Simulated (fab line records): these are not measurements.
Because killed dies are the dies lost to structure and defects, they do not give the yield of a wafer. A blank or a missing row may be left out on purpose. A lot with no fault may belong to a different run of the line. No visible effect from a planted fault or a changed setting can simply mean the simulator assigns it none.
A lot that was struck, set against a sound lot ; flow n5 finfet ; 34 out of 1938 route steps
Sound: the wafers L780.1, L780.4, L780.5. Struck: wafers L771.1, L771.4. (L771.6 of the same lot was not struck and is left out.) The cause comes at the end.
At each step with rows: each side's tool, then ch and its chambers, then its first start. Under that, the readings that differ: sound wafers ; struck wafers ; difference of the means ; sigmas: that difference in standard deviations of wafers without a fault.
alike: words and numbers the same on both sides, and readings whose means are apart by under 2 such deviations; not compared: readings that were withheld, readings missing a value for some wafer, numbers with overlapping values and no deviation given by the record, and bounds like >300 which may hide the same value.
A row with sigmas, a row that says differs or no value, or rows on one side alone: a step with any of these is where the two part. When numbers do not overlap yet have no deviation, they are printed without sigmas and do not part them. A reading missing from all wafers of one side parts the sides only when that side holds two or more wafers.

first, 10 steps without rows for these wafers: N5_BEOL_M11_STRIP_77 (strips in N2/H2, time 10 s); N5_BEOL_M11_HM_STRIP_39 (strips TiN in peroxide tin strip, target depth 25 nm, time 158 s); N5_BEOL_M11_SRD_40 (time 30 s); N5_BEOL_M11_PRECLEAN_42 (cleans in residue remover, time 60 s); N5_BEOL_M11_SRD_43 (time 30 s); N5_BEOL_M11_CURE_72 (cures SiCOH lowk, time 120 s); N5_BEOL_M11_DEGAS_44 (time 60 s); N5_BEOL_M11_PRE_CLEAN_45 (time 30 s); N5_BEOL_M11_ALD_74 (deposits TaN, target thk 2 nm, pulse time 2 s, purge time 3 s); N5_BEOL_M11_SURFACE_TREAT_76.
N5_BEOL_M11_CVD_75: deposits Co from CCTBA/H2, target thk 2 nm, time 138.9 s.
  sound on cvd co-02 ch 0,1, day 14 09:26; struck on cvd co-01 ch 0,2, day 11 20:22
then, 22 steps without rows for these wafers: N5_BEOL_M11_SPUTTER_48 (material Cu, target thk 12 nm, time 2 s); N5_BEOL_M11_ECD_50 (material Cu, target thk 318 nm); N5_BEOL_M11_ANNEAL_51 (time 90 s); N5_BEOL_M11_CMP_52 (polishes, stops on SiCOH lowk, t overpolish 7 s, target thk 140 nm); N5_BEOL_M11_PRE_CLEAN_55 (time 15 s); N5_BEOL_M11_DEP_56 (deposits SiCN from 3MS/NH3, target thk 30 nm, time 10.5 s); N5_BEOL_M12_ILD_DEP_00 (deposits SiOC from DEMS/O2, target thk 658.92 nm, time 130.7 s); N5_BEOL_M12_COAT_58 (time 60 s, resist thk 89 nm); N5_BEOL_M12_COAT_04 (resist thk 400 nm); N5_BEOL_M12_EBR_06; N5_BEOL_M12_SOFTBAKE_05 (time 60 s); N5_BEOL_M12_EXPOSE_07 (exposes mask V11); N5_BEOL_M12_PEB_08 (peb time 90 s); N5_BEOL_M12_DEVELOP_09 (develop time 45 s); N5_BEOL_M12_HARDBAKE_14 (time 120 s); N5_BEOL_M12_DESCUM_15 (chemistry O2, time 7.9 s); N5_BEOL_M12_ETCH_59 (etches BARC in N2/H2, target depth 89 nm, overetch 26.7 nm, time 67.9 s); N5_BEOL_M12_VIA_ETCH_16 (etches SiOC in C4F8/O2/Ar, target depth 724.8 nm); N5_BEOL_M12_STRIP_63 (strips in N2/H2); N5_BEOL_M12_STRIP_64 (strips in N2/H2); N5_BEOL_M12_STRIP_71 (strips in post etch residue remover, time 60 s); N5_BEOL_M12_SRD_72 (time 30 s, dry time 30 s).
-- the record jumps here: 2 days lie between the struck wafers' starts before and after (it left off in module BEOL_M12 and takes up again in module PASSIVATION, whose first step shown is number 1936 of the route) --
N5_PASSIVATION_PROBE_49:
  record: rows for the struck wafers here (prober-02, day 13 23:56), none for the sound ones

## WHERE THEY PART
Only at N5_PASSIVATION_PROBE_49, within this record.

WHY: the cause the simulator had injected
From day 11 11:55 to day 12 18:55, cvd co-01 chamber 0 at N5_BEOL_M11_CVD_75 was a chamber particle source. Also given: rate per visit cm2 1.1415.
